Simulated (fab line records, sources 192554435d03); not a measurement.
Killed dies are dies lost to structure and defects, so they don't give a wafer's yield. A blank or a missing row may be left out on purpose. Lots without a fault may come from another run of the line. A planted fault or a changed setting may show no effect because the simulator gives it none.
Tool commonality check | flow n5_finfet | 9 lots, 27 wafers sampled

WHY IT WAS OPENED
At N5_BEOL_M4_RC_MEAS_101 the reading EOT_N is flagged on 3 of 9 lots. Wafers without a fault read 10.54, standard deviation 0.082.
Rule: a lot is flagged when every wafer of it that has a number lies more than 4 standard deviations from that mean, or none has a number. The other lots count as sound.

lot  | measured     | on        | EOT_N, wafer by wafer | flag
L274 | day 8 15:29  | prober-01 | 10.59 10.57 10.66     |
L276 | day 9 19:38  | prober-02 | 10.55 10.46 10.61     |
L280 | day 9 22:42  | prober-01 | 11.95 11.90 11.97     | FLAGGED
L283 | day 10 15:59 | prober-02 | 10.57 10.58 10.59     |
L282 | day 10 21:46 | prober-02 | 11.85 11.90 11.87     | FLAGGED
L281 | day 11 00:24 | prober-02 | 12.07 11.80 11.78     | FLAGGED
L290 | day 12 19:00 | prober-01 | 10.57 10.56 10.61     |
L291 | day 12 21:46 | prober-02 | 10.44 10.49 10.52     |
L295 | day 14 04:43 | prober-02 | 10.57 10.55 10.62     |
The numbers of the flagged lots are 11.90 on average: +1.36 against the usual, or +17 standard deviations.

WHICH TOOL RAN EACH LOT
The record holds 4 process steps before the reading, out of a route of 1938 steps. In each cell: the tool, then ch and the chambers that the sampled wafers went through, then the start.
lot  | flag    | N5_HKMG_FIN_ALD_75              | N5_HKMG_FIN_STRIP_57              | N5_HKMG_FIN_CVD_62                      | N5_HKMG_FIN_ALD_36
L274 |         | ald_hk-02 ch 1,2, day 4 09:58   | rie_diel-01 ch 0,1,3, day 4 11:04 | thermal_cvd_si-02 ch 0,1,2, day 4 12:31 | ald_metal-04 ch 1,3, day 4 12:55
L276 |         | ald_hk-02 ch 0,1, day 4 22:25   | rie_diel-05 ch 0,1, day 4 23:19   | thermal_cvd_si-02 ch 0,1,2, day 5 00:50 | ald_metal-01 ch 2,3, day 5 01:11
L280 | FLAGGED | ald_hk-02 ch 0,2,3, day 5 23:29 | rie_diel-02 ch 1,2, day 6 00:19   | thermal_cvd_si-02 ch 0,1, day 6 01:46   | ald_metal-01 ch 0,1,2, day 6 02:10
L283 |         | ald_hk-01 ch 1,2,3, day 6 18:23 | rie_diel-02 ch 0,1,3, day 6 19:13 | thermal_cvd_si-01 ch 0,1,2, day 6 20:40 | ald_metal-03 ch 0,2,3, day 6 21:04
L282 | FLAGGED | ald_hk-03 ch 1,2,3, day 6 10:38 | rie_diel-05 ch 2,3, day 6 11:38   | thermal_cvd_si-02 ch 1,2, day 6 13:04   | ald_metal-03 ch 0,1, day 6 13:39
L281 | FLAGGED | ald_hk-01 ch 0,1,2, day 6 07:08 | rie_diel-01 ch 0,2, day 6 08:20   | thermal_cvd_si-01 ch 0,2, day 6 09:48   | ald_metal-01 ch 0,2,3, day 6 10:29
L290 |         | ald_hk-01 ch 1,2, day 8 11:23   | rie_diel-02 ch 0,1,3, day 8 12:28 | thermal_cvd_si-02 ch 1,2, day 8 13:58   | ald_metal-01 ch 1,2,3, day 8 14:22
L291 |         | ald_hk-03 ch 0,1,2, day 8 17:17 | rie_diel-01 ch 1,2,3, day 8 18:07 | thermal_cvd_si-02 ch 1,2, day 8 19:34   | ald_metal-04 ch 0,1,2, day 8 20:01
L295 |         | ald_hk-01 ch 1,2,3, day 9 16:34 | rie_diel-01 ch 2,3, day 9 17:17   | thermal_cvd_si-02 ch 1,2, day 9 18:48   | ald_metal-04 ch 0,2,3, day 9 19:23
What these steps do:
- N5_HKMG_FIN_ALD_75: deposits Al2O3, target thk 1 nm, co reactant pulse time 1 s.
- N5_HKMG_FIN_STRIP_57: strips in CF4.
- N5_HKMG_FIN_CVD_62: deposits a-Si from Si2H6, target thk 3 nm, time 20.8 s.
- N5_HKMG_FIN_ALD_36: deposits TiN, target thk 1 nm, pulse time 1 s, purge time 3 s.
- N5_BEOL_M4_RC_MEAS_101

FLAGGED OVER TOTAL, TOOL BY TOOL (the gauges that took the reading come last)
step                   | tool              | lots run | flagged | share of the flagged lots | sound lots run after its first flagged lot
N5_HKMG_FIN_ALD_75     | ald_hk-01         | 4        | 1       | some                      | 3 (L283,L290,L295)
N5_HKMG_FIN_ALD_75     | ald_hk-02         | 3        | 1       | some                      | 0
N5_HKMG_FIN_ALD_75     | ald_hk-03         | 2        | 1       | some                      | 1 (L291)
N5_HKMG_FIN_STRIP_57   | rie_diel-01       | 4        | 1       | some                      | 2 (L291,L295)
N5_HKMG_FIN_STRIP_57   | rie_diel-02       | 3        | 1       | some                      | 2 (L283,L290)
N5_HKMG_FIN_STRIP_57   | rie_diel-05       | 2        | 1       | some                      | 0
N5_HKMG_FIN_CVD_62     | thermal_cvd_si-01 | 2        | 1       | some                      | 1 (L283)
N5_HKMG_FIN_CVD_62     | thermal_cvd_si-02 | 7        | 2       | some                      | 3 (L290,L291,L295)
N5_HKMG_FIN_ALD_36     | ald_metal-01      | 4        | 2       | some                      | 1 (L290)
N5_HKMG_FIN_ALD_36     | ald_metal-03      | 2        | 1       | some                      | 1 (L283)
N5_HKMG_FIN_ALD_36     | ald_metal-04      | 3        | 0       | none                      | -
N5_BEOL_M4_RC_MEAS_101 | prober-01         | 3        | 1       | some                      | 1 (L290)
N5_BEOL_M4_RC_MEAS_101 | prober-02         | 6        | 2       | some                      | 2 (L291,L295)

WHAT THE TABLE ALLOWS
No row of the table ran every flagged lot.

WHAT THE SIMULATOR HAD PUT IN
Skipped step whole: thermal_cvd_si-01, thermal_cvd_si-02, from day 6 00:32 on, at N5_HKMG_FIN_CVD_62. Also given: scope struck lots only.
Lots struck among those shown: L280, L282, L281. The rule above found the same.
